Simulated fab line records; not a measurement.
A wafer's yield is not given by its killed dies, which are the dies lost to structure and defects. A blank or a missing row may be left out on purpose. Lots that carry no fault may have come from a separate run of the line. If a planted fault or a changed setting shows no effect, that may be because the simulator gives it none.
Problem report in the 8D (eight disciplines) form, filled by code :: flow nand harc :: the parts of the form that need people (team, actions taken, sign-off) are left out

1. THE PROBLEM
thk nm at NHARC_A_ONON_D2_THK_MEAS_02 reads a mean of 672 nm on 2 wafers of 2 lots; wafers without a fault read 1001 nm with a standard deviation of 7.9. That is -42 standard deviations from the usual mean.
The step: measures by ellipsometry.
The first sign was on wafer L283.4 at day 14 01:34, on film metro-02. Wafers with a number at this step in the record: 39, from 13 lots. Rule for "out", or "out of limits": more than 4 standard deviations from the usual mean. The other wafers with a number count as sound.

2. WHAT THIS IS AND IS NOT
question: which readings at this step
is: thk nm
is not: -

question: which lots
is: L283, L285
is not: L282, L284, L286, L292, L293, L295, L296, L297, L300, L302, L303

question: which wafers of those lots
is: L283.4, L285.4
is not: L283.1, L283.6, L285.2, L285.6

question: read on which gauges
is: film metro-01, film metro-02
is not: -

question: when
is: from day 14 01:34
is not: up to then (8 sound wafers); but 29 sound wafers of L285, L286, L292, L293, L295, L296, L297, L300, L302, L303 came after

3. THE SUSPECTS, EACH WITH WHAT RULES IT OUT
Counting: if a tool at a process step up to the reading ran every lot that is out, it stays a suspect. Sound lots after the first of them don't rule it out here, since some wafers of a struck lot are sound.
- the gauge at NHARC_A_ONON_D2_THK_MEAS_02 has been ruled out. 2 gauges (film metro-01, film metro-02) read the wafers that are out.
- pecvd onon-01 at NHARC_A_ONON_D2_DEP_00 (target thk 1000 nm): kept. It processed each lot that is out (first: L283, day 14 01:04); up to then, its last sound lot is L284 (day 13 22:11).
Remaining after the count: pecvd onon-01 at NHARC_A_ONON_D2_DEP_00.

4. THE CAUSE (what the simulator had put in)
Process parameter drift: pecvd onon-01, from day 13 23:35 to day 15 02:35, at NHARC_A_ONON_D2_DEP_00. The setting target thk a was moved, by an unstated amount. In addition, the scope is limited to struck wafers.
Only this tool survived the counting.

5. THE EFFECT CHAIN, in route order
Rows list readings where the struck wafers' mean (over those with a number) sits beyond 3 standard deviations from the usual. Only readings whose record carries a usual standard deviation are examined. hours: median over the lots of the time between each lot's start at the first step of this table that gives one and its start at this step. sigmas: the change, counted in usual standard deviations.
hours: 0
step: NHARC_A_ONON_D2_THK_MEAS_02
reading: thk nm
usual: 1001 nm
on struck wafers: 672
change: -329
sigmas: -42

hours: 282
step: NHARC_END_SORT_01
reading: killed at array
usual: 55
on struck wafers: 674
change: +620
sigmas: +31

hours: 282
step: NHARC_END_SORT_01
reading: killed dies
usual: 60
on struck wafers: 677
change: +617
sigmas: +29

6. HOW IT WOULD HAVE BEEN CAUGHT EARLIER
In this record the first reading out of limits at a measuring or inspecting step was taken at day 14 01:34, 2 hours after the fault began at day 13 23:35.
Lots out: 2; of these, L285 started NHARC_A_ONON_D2_DEP_00 on pecvd onon-01 after day 14 01:34. A tool hold placed at that time would have kept it from harm.
